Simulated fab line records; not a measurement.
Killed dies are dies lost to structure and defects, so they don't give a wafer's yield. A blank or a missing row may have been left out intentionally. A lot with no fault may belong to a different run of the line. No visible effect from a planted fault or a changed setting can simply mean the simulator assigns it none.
A struck lot beside a sound one + flow n5_finfet + 39 out of 1938 route steps
Sound: these wafers, L744.1, L744.3, L744.5. Struck: wafers L755.1, L755.4 (left out: L755.6, a lot-mate that was not struck); the cause follows at the end.
For every step that has rows: the tool of each side, followed by ch and its chambers, followed by its first start. Under that, the readings that differ: sound wafers + struck wafers + difference of the means + sigmas: that difference in standard deviations of wafers without a fault.
alike: words and numbers the same on both sides, and readings whose means are apart by under 2 such deviations; not compared: readings that were withheld, readings missing a value for some wafer, numbers with overlapping values and no deviation given by the record, and bounds like >300 which may hide the same value.
Wherever a step has rows on one side only, a row that says differs or no value, or a row with sigmas, the two part there. Numbers that don't overlap but have no deviation are shown without sigmas and don't part them. Lack of a reading on every wafer of one side parts them only where that side has two or more wafers.

first, 10 steps without rows for these wafers: N5_BEOL_M4_STRIP_36 (strips in N2/H2); N5_BEOL_M4_TRENCH_ETCH_37 (etches SiOC in C4F6/O2, target depth 55.555 nm, time 29.2 s); N5_BEOL_M4_ETCH_41 (etches SiCN in CH3F/O2, target depth 29.9 nm, time 52.5 s); N5_BEOL_M4_STRIP_97 (strips in N2/H2, time 10 s); N5_BEOL_M4_HM_STRIP_39 (strips TiN in peroxide tin strip, target depth 25 nm, time 158 s); N5_BEOL_M4_SRD_40 (time 30 s); N5_BEOL_M4_PRECLEAN_42 (cleans in residue remover, time 60 s); N5_BEOL_M4_SRD_43 (time 30 s); N5_BEOL_M4_DEGAS_44 (time 60 s); N5_BEOL_M4_PRE_CLEAN_45 (time 30 s).
N5_BEOL_M4_ALD_84: deposits TaN, pulse time 2 s, purge time 3 s, co reactant purge time 2 s.
  sound on ald_metal-03 ch 0,3, day 7 11:36; struck on ald_metal-03 ch 1,2, day 10 07:46
| reading                      | sound             | struck      | difference | sigmas |
|------------------------------|-------------------|-------------|------------|--------|
| ald_cycles                   | 30 30 30          | 21 21       | -9         |        |
| chamber_pressure_Torr (Torr) | 2.986 2.987 3.002 | 3.002 3.011 | +0.015     | +2     |
  alike: heater_power_w
  not compared: model.TaN_of_BEOL_M4_ALD_84.thk_nm
then, 26 steps without rows for these wafers: N5_BEOL_M4_SURFACE_TREAT_85; N5_BEOL_M4_CVD_47 (deposits Co from CCTBA/H2, target thk 3 nm, time 223.8 s); N5_BEOL_M4_SPUTTER_48 (material Cu, target thk 4.5 nm, time 8.29 s); N5_BEOL_M4_ANNEAL_49 (time 240 s); N5_BEOL_M4_SPUTTER_79 (material Cu, target thk 4.5 nm, time 8.29 s); N5_BEOL_M4_ANNEAL_80 (time 240 s); N5_BEOL_M4_SPUTTER_81 (material Cu, target thk 4.5 nm, time 8.29 s); N5_BEOL_M4_ANNEAL_82 (time 240 s); N5_BEOL_M4_SPUTTER_86 (material Cu, target thk 4.5 nm, time 8.29 s); N5_BEOL_M4_ANNEAL_87 (time 240 s); N5_BEOL_M4_SPUTTER_88 (material Cu, target thk 4.5 nm, time 8.29 s); N5_BEOL_M4_ANNEAL_89 (time 240 s); N5_BEOL_M4_SPUTTER_90 (material Cu, target thk 4.5 nm, time 8.29 s); N5_BEOL_M4_ANNEAL_91 (time 240 s); N5_BEOL_M4_SPUTTER_92 (material Cu, target thk 4.5 nm, time 8.29 s); N5_BEOL_M4_ANNEAL_93 (time 240 s); N5_BEOL_M4_SPUTTER_94 (material Cu, target thk 4.5 nm, time 8.29 s); N5_BEOL_M4_ANNEAL_95 (time 240 s); N5_BEOL_M4_SPUTTER_96 (material Cu, target thk 4.5 nm, time 8.29 s); N5_BEOL_M4_ECD_50 (material Cu, target thk 300 nm); N5_BEOL_M4_ANNEAL_51 (time 90 s); N5_BEOL_M4_CMP_52 (polishes, stops on SiOC, t overpolish 6.8 s, target thk 40 nm); N5_BEOL_M4_PRE_CLEAN_60 (time 15 s); N5_BEOL_M4_CO_CAP_55 (material Co, precursor CCTBA/H2, target thk 2 nm, time 102.1 s); N5_BEOL_M4_PRE_CLEAN_56 (time 15 s); N5_BEOL_M4_DEP_57 (deposits SiCN from 3MS/NH3, target thk 8 nm, time 14 s).
N5_BEOL_M4_RC_MEAS_101:
  sound on prober-01 ch 0, day 7 15:47; struck on prober-01 ch 0, day 10 11:14
| reading                      | sound                   | struck            | difference | sigmas |
|------------------------------|-------------------------|-------------------|------------|--------|
| CHAIN_V3 (ohm/link)          | 238 245 232             | 178 181           | -59        | -6     |
| CHAIN_V3_max_site (ohm/link) | 246 261 245             | 183 187           | -66        | -7     |
| COMB_M4 (S/m)                | 4.2e-11 5.7e-11 4.1e-11 | 1.79e-10 1.53e-10 | +1.19e-10  | +10    |
| COMB_M4_max_site (S/m)       | 4.6e-11 7.2e-11 6e-11   | 2.27e-10 2.03e-10 | +1.56e-10  | +8     |
  alike: DIBL_N, DIBL_P, IOFF_N, IOFF_P, ION_N, ION_P, SS_N, SS_P, VT_N, VT_P
-- here the record skips 4 days between the struck wafers' starts before and after, leaving off in module BEOL_M4 and picking up in module PASSIVATION (first step shown: number 1936 of the route) --
N5_PASSIVATION_PROBE_49:
  sound on prober-01, day 12 02:49; struck on prober-01, day 14 23:10
| reading                  | sound          | struck    | difference | sigmas      |
|--------------------------|----------------|-----------|------------|-------------|
| defect_limited_yield (%) | 91.9 92.5 94.7 | 84.0 87.9 | -7.1       | -5          |
| killed_at_M4_up          | 17 8 5         | 93 63     | +68        | +12         |
| killed_dies              | 96 88 63       | 189 143   | +84        | +5          |
| sort_bin_4_leakage (%)   | 0 0 0          | 5.76 4.32 | +5.04      | +99 or more |
| sort_n_pass              | 1084 1092 1117 | 991 1037  | -84        | -5          |
| sort_yield_pct (%)       | 91.9 92.5 94.7 | 84.0 87.9 | -7.1       | -5          |
  alike: killed_at_M0_to_M3, killed_at_contacts, killed_at_front_end, killed_at_other, killed_open, killed_short, sort_bin_5_function, sort_bin_6_memory

== WHERE THEY PART ==
Earliest at N5_BEOL_M4_ALD_84; latest, in this record, at N5_PASSIVATION_PROBE_49.

WHY: what had been put in by the simulator
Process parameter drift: ald_metal-03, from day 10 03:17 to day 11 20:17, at N5_BEOL_M4_ALD_84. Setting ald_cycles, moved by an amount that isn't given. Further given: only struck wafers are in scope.
